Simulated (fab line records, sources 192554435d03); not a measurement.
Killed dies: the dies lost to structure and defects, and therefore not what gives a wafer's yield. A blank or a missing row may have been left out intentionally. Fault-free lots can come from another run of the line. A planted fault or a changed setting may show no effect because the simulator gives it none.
Matching of chambers | flow n5_finfet | N5_BEOL_M11_CMP_52 on cmp-04: 4 sister chambers
The step polishes, stops on SiCOH lowk, t overpolish 7 s, target thk 140 nm. 4 wafers are shown with their chamber, then 9 later ones without.

== WAFERS, EACH WITH ITS CHAMBER ==
wafer  | chamber | motor_current_A (A)
L085.5 | 3       | 6.4
L085.1 | 2       | 6.2
L092.3 | 1       | 6.0
L092.6 | 0       | 5.9

== WAFERS MISSING THEIR CHAMBER ==
wafer  | motor_current_A (A)
L090.1 | 6.3
L090.3 | 6.3
L090.5 | 6.2
L097.1 | 5.8
L097.3 | 5.9
L097.6 | 5.9
L096.1 | 6.2
L096.3 | 5.7
L096.4 | 5.9

== WHICH CHAMBER EACH WENT THROUGH ==
wafer  | from the rows above     | in truth
L090.1 | can't be placed: 2 or 3 | 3
L090.3 | can't be placed: 2 or 3 | 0
L090.5 | 2                       | 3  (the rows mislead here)
L097.1 | can't be placed: 0 or 1 | 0
L097.3 | can't be placed: 0 or 1 | 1
L097.6 | can't be placed: 0 or 1 | 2
L096.1 | 2                       | 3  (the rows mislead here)
L096.3 | can't be placed: 0 or 1 | 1
L096.4 | can't be placed: 0 or 1 | 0
Correctly placed: 0 of 9. Can't be placed from these rows: 7 (the true chamber is among the candidates in 5). Number placed wrongly: 2.
How it was worked out, from the rows above alone: a wafer's distance from a chamber is the root of the sum, over the readings, of the square of ((its reading less the chamber's mean) divided by the reading's scatter). If the next closest chamber is less than 2 further off than the closest, the wafer can't be placed; otherwise it belongs to the closest. Each chamber's mean is taken over the wafers shown for it. The scatter: with one shown wafer a chamber, the root of the mean of the squares of how far each hidden wafer lies from its nearest shown one.
